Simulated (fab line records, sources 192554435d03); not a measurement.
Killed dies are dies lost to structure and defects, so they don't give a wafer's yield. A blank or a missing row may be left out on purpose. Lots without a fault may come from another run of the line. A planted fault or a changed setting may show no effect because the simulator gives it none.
Chamber matching | flow n5_finfet | N5_BEOL_M5_ETCH_75 on rie_diel-02: 4 sister chambers
The step etches underlayer in N2/H2, target depth 6.5 nm, time 5.2 s. 8 wafers are shown with their chamber, then 8 later ones without.

WAFERS WITH THEIR CHAMBER
wafer  | chamber | showerhead_plenum_p_Torr (Torr) | drypump_motor_current_A (A)
L084.6 | 2       | 2.51                            | 5.9
L090.1 | 1       | 2.63                            | 5.7
L090.2 | 2       | 2.51                            | 5.9
L090.4 | 3       | 2.44                            | 6.5
L087.2 | 3       | 2.44                            | 6.5
L087.3 | 0       | 2.54                            | 6.6
L087.4 | 1       | 2.62                            | 5.7
L089.2 | 0       | 2.53                            | 6.5

WAFERS WITHOUT THEIR CHAMBER
wafer  | showerhead_plenum_p_Torr (Torr) | drypump_motor_current_A (A)
L089.4 | 2.44                            | 6.5
L089.5 | 2.53                            | 6.5
L094.2 | 2.50                            | 5.9
L094.3 | 2.53                            | 6.5
L094.4 | 2.44                            | 6.6
L097.2 | 2.43                            | 6.6
L097.4 | 2.53                            | 6.5
L097.6 | 2.62                            | 5.7

WHICH CHAMBER EACH WENT THROUGH
wafer  | from the rows above | in truth
L089.4 | 3                   | 3
L089.5 | 0                   | 0
L094.2 | 2                   | 2
L094.3 | 0                   | 0
L094.4 | 3                   | 3
L097.2 | 3                   | 3
L097.4 | 0                   | 0
L097.6 | 1                   | 1
Placed correctly: 8 of 8. Can't be placed from these rows: 0. Placed wrongly: 0.
How it was worked out, from the rows above alone: a wafer's distance from a chamber is the root of the sum, over the readings, of the square of ((its reading less the chamber's mean) divided by the reading's scatter). The wafer belongs to the nearest chamber; if the next one is less than 2 further off, it can't be placed. A chamber's mean is the mean of its shown wafers. The scatter: the root of (the sum of the squares of (reading less its chamber's mean) over the shown wafers, divided by (wafers less chambers)).
